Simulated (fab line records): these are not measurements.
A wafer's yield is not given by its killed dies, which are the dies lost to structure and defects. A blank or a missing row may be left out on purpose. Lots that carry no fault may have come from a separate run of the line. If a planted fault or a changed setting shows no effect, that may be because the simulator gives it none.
Comparing a struck lot with a sound one	flow nand harc	14 out of 1302 route steps
Sound: wafers L672.2, L672.4, L672.5. Struck: wafers L679.1, L679.3, L679.6. Last of all comes the cause.
Per side, at each step with rows, come the tool, then ch with its chambers, and then its first start. Under that, the readings that differ: sound wafers	struck wafers	difference of the means	sigmas: that difference in standard deviations of wafers without a fault.
alike: readings whose means differ by less than 2 such deviations, and words and numbers that are the same on both sides. not compared: withheld readings, readings that some wafer has no value for, bounds like >300 that may hide the same value, and numbers for which the record gives no deviation and whose values overlap.
The two part at a step that has a row with sigmas, a row that says differs or no value, or rows on one side only. Numbers that don't overlap but have no deviation are shown without sigmas and don't part them. A reading that every wafer of one side lacks parts them only if that side has two wafers or more.

first, 3 steps without rows for these wafers: NHARC_A_STAIRCASE_HARDBAKE_185 (time 140 s); NHARC_A_STAIRCASE_DESCUM_186 (chemistry O2, time 3 s); NHARC_A_STAIRCASE_TRIM_187 (chemistry O2, time 211.2 s).
NHARC_A_STAIRCASE_ETCH_188: etches the open film in C4F8/O2, target depth 100 nm, time 40.5 s.
  sound: rie diel-09 ch 0,3; struck: rie diel-04 ch 0,3
  alike: bias w, chamber pressure mTorr, oes product au, rf fwd power W, rf vpp V
  not compared: rf hours counter h
NHARC_A_STAIRCASE_TRIM_189: chemistry O2, time 211.2 s.
  sound: rie diel-09 ch 0,2; struck: rie diel-04 ch 0,1,3
  alike: drypump motor current A, oes product au, rf vpp V, showerhead plenum p Torr, throttle valve pct
  not compared: rf hours counter h
then, 3 steps without rows for these wafers: NHARC_A_STAIRCASE_ETCH_190 (etches the open film in C4F8/O2, target depth 100 nm, time 40.5 s); NHARC_A_STAIRCASE_TRIM_191 (chemistry O2, time 211.2 s); NHARC_A_STAIRCASE_ETCH_192 (etches the open film in C4F8/O2, target depth 100 nm, time 40.5 s).
NHARC_A_STAIRCASE_TRIM_193: chemistry O2, time 211.2 s.
  sound: rie diel-09 ch 0,2,3; struck: rie diel-04 ch 1,2,3
  alike: drypump motor current A, oes product au, rf vpp V, showerhead plenum p Torr, throttle valve pct
  not compared: rf hours counter h
NHARC_A_STAIRCASE_ETCH_194: etches the open film in C4F8/O2, target depth 100 nm, time 40.5 s.
  sound: rie diel-09 ch 0,3; struck: rie diel-04 ch 0,2
  alike: bias w, chamber pressure mTorr, oes product au, rf fwd power W, rf vpp V
  not compared: rf hours counter h
NHARC_A_STAIRCASE_TRIM_196: chemistry O2, time 211.2 s.
  sound on rie diel-09 ch 0,2,3, day 16 06:13; struck on rie diel-04 ch 0,3, day 18 23:38
  alike: drypump motor current A, oes product au, rf vpp V, showerhead plenum p Torr, throttle valve pct
  not compared: rf hours counter h
NHARC_A_STAIRCASE_ETCH_197: etches the open film in C4F8/O2, target depth 100 nm, time 40.5 s.
  sound on rie diel-09 ch 0,2,3, day 16 10:11; struck on rie diel-04 ch 0,1, day 18 23:49
  no value came back on the struck wafers for any of 5 readings (bias w (W), chamber pressure mTorr (mTorr) and others); on the sound wafers bias w (W) reads 1001.6 1002.7 995.9
  not compared: rf hours counter h
then, 1 step without rows for these wafers: NHARC_A_STAIRCASE_TRIM_198 (chemistry O2, time 211.2 s).
-- jump in the record: it breaks off in module A_STAIRCASE and resumes in module END (first step shown: number 1302 of the route), and 9 days separate the struck wafers' starts before and after --
NHARC_END_SORT_01:
  sound on prober-02 ch 0, day 24 21:56; struck on prober-01 ch 0, day 28 05:17
reading	sound	struck	difference	sigmas
killed at array	77 70 90	677 675 676	+597	+35
killed dies	77 71 91	677 677 677	+597	+37
  alike: killed at other, killed at periphery, killed open, killed short

WHERE THEY PART
Last at NHARC_END_SORT_01 as far as this record goes, first at NHARC_A_STAIRCASE_ETCH_197.

WHY: what had been put in by the simulator
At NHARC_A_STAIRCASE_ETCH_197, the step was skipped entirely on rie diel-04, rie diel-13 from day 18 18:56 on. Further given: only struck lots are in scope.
